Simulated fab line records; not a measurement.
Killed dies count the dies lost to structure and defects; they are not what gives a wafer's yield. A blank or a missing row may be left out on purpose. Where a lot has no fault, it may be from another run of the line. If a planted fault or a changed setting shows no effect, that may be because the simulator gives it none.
Lot-split experiment | flow n5-finfet | 39 wafers read across 7 lots, on a route 1938 steps long

== SPLIT DETAILS ==
At N5_BEOL_M0_SAQP_DESCUM_45 (chemistry O2, time 7 s), the setting time-s was moved away from the recipe's 7 s on 15 of the 39 wafers read, by -50.6% to +20.6%. For the rest of the wafers, this setting stayed at what the recipe calls for.

There is no step in the file separating the split from the reading.

== THE READING ==
BEOL_M0_SAQP.cd-nm (the simulator's own value, which no gauge read), in nm, at N5_BEOL_M0_SAQP_ETCH_88 (etches underlayer in N2/H2, target depth 6.5 nm, time 5.2 s). There is no usual value for it anywhere in the file. Average 30.0 nm, standard deviation 0.16 nm, over the 24 wafers here run with the recipe.

wafer  | tool, chamber at the split | time-s as run, s | against the recipe | BEOL_M0_SAQP.cd-nm, nm | against lot-mates on the recipe
L074.1 | rie-diel-06, 3,1,2,0,1,0   | 7                | recipe             | 30                     | -
L074.2 | rie-diel-06, 3,1,2,0,1,0   | 7                | recipe             | 30                     | -
L074.3 | rie-diel-06, 3,1,2,0,1,0   | 7                | recipe             | 30                     | -
L074.4 | rie-diel-06, 3,1,2,0,1,0   | 7                | recipe             | 30                     | -
L074.5 | rie-diel-06, 3,1,2,0,1,0   | 7                | recipe             | 30                     | -
L074.6 | rie-diel-06, 3,1,2,0,1,0   | 7                | recipe             | 30                     | -
L076.1 | rie-diel-02, 1,2           | 7                | recipe             | 30.2                   | -
L076.2 | rie-diel-02, 2             | 7                | recipe             | 30                     | -
L076.6 | rie-diel-02, 1,2           | 7                | recipe             | 30                     | -
L076.3 | rie-diel-02, 3,1           | 5.089            | -27.3%             | 29.8                   | -0.3
L076.5 | rie-diel-02, 3             | 5.089            | -27.3%             | 29.8                   | -0.3
L076.4 | rie-diel-02, 3,1           | 5.089            | -27.3%             | 30                     | -0.1
L077.1 | rie-diel-06, 2,1           | 3.459            | -50.6%             | 29.2                   | -0.5
L077.5 | rie-diel-06, 2,1           | 3.459            | -50.6%             | 29.2                   | -0.5
L077.2 | rie-diel-06, 3,1,0         | 7                | recipe             | 29.8                   | -
L077.3 | rie-diel-06, 3,1,0         | 7                | recipe             | 29.8                   | -
L077.4 | rie-diel-06, 0             | 3.459            | -50.6%             | 29.4                   | -0.3
L077.6 | rie-diel-06, 3,1,0         | 7                | recipe             | 29.6                   | -
L078.1 | rie-diel-02, 2,3,1         | 7                | recipe             | 30.2                   | -
L078.6 | rie-diel-02, 2,3,1         | 7                | recipe             | 30.2                   | -
L078.2 | rie-diel-02, 3,1,2         | 8.313            | +18.8%             | 30.4                   | +0.3
L078.5 | rie-diel-02, 3,1,2         | 8.313            | +18.8%             | 30.4                   | +0.3
L078.3 | rie-diel-02, 3,1,2         | 8.313            | +18.8%             | 30.2                   | +0.1
L078.4 | rie-diel-02, 2,3,1         | 7                | recipe             | 30                     | -
L086.1 | rie-diel-06, 2             | 7                | recipe             | 30.2                   | -
L086.4 | rie-diel-06, 3,2           | 7                | recipe             | 30.2                   | -
L086.6 | rie-diel-06, 3,2           | 7                | recipe             | 30.2                   | -
L092.1 | rie-diel-02, 0,1,3         | 4.394            | -37.2%             | 29.6                   | -0.5
L092.3 | rie-diel-02, 0,1,3         | 4.394            | -37.2%             | 29.6                   | -0.5
L092.2 | rie-diel-02, 2,3           | 7                | recipe             | 30.2                   | -
L092.4 | rie-diel-02, 2,3           | 7                | recipe             | 30.2                   | -
L092.5 | rie-diel-02, 0,1,3         | 4.394            | -37.2%             | 29.8                   | -0.3
L092.6 | rie-diel-02, 0             | 7                | recipe             | 30                     | -
L097.1 | rie-diel-06, 0,3           | 7                | recipe             | 29.8                   | -
L097.2 | rie-diel-06, 2             | 7                | recipe             | 29.8                   | -
L097.3 | rie-diel-06, 1,2           | 8.442            | +20.6%             | 30.2                   | +0.3
L097.5 | rie-diel-06, 1,2           | 8.442            | +20.6%             | 30.2                   | +0.3
L097.6 | rie-diel-06, 3             | 8.442            | +20.6%             | 30.2                   | +0.3
L097.4 | rie-diel-06, 0,3           | 7                | recipe             | 30                     | -
Rows listing several chambers each stand for several wafers; the file does not say which wafer went through which chamber.

THE FIT
A straight line over all 39 wafers: BEOL_M0_SAQP.cd-nm changes by +0.012 nm for each +1% of time-s; r = +0.83; the points scatter about the line by 0.16 nm.
The same after taking each lot's own level away (the mean of its wafers on the recipe; 39 wafers): +0.0107 nm for each +1%; r = +0.92; scatter 0.094 nm.
Per that fit: largest time-s move, reading shift of 0.54 nm.
Measured against the standard deviation above, the lots' own levels, which go from 29.73 to 30.20 nm, span 2.9 times it.
Thus the slope moves with the lot-to-lot level: the two fits are different.
Check: with one of the wafers moved furthest among these (-50.6%) left out of the fit, the line predicts -0.521 nm for it against its lot-mates. It came out at -0.533 nm against them.

== OTHER SPLITS ON THESE WAFERS ==
Note: prior to the reading, these wafers also went through further splits. Each is held against what the fit with the lots' levels taken away leaves over:
other split on the same wafers               | wafers away from the commonest value | r with BEOL_M0_SAQP.cd-nm (lot level and that fit taken away)
N5_FIN_SAQP_ETCH_65 time-s                   | 18                                   | +0.30
N5_STI_FIN_REVEAL_ETCHBACK_08 target-depth-a | 12                                   | -0.12
N5_HKMG_FIN_HK_ALD_01 ald-cycles             | 15                                   | +0.04

== THE WHOLE CHAIN: every reading that the file lists as answering this split, in the file's order ==
step                      | what it does                                                | reading                                                                                 | change (the file's fit)                | r (the file's)
N5_BEOL_M0_SAQP_DESCUM_45 | chemistry O2, time 7 s                                      | CAR-EUV_of_BEOL_M0_SAQP_COAT_34.thk-nm (the simulator's own value, which no gauge read) | -0.0354 nm for each +1% of the setting | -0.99
N5_BEOL_M0_SAQP_ETCH_88   | etches underlayer in N2/H2, target depth 6.5 nm, time 5.2 s | BEOL_M0_SAQP.cd-nm (the simulator's own value, which no gauge read)                     | +0.0104 nm for each +1% of the setting | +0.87

== THE FILE'S OWN FIT ==
BEOL_M0_SAQP.cd-nm changes by +0.0104 nm for each +1% of time-s, r = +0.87.
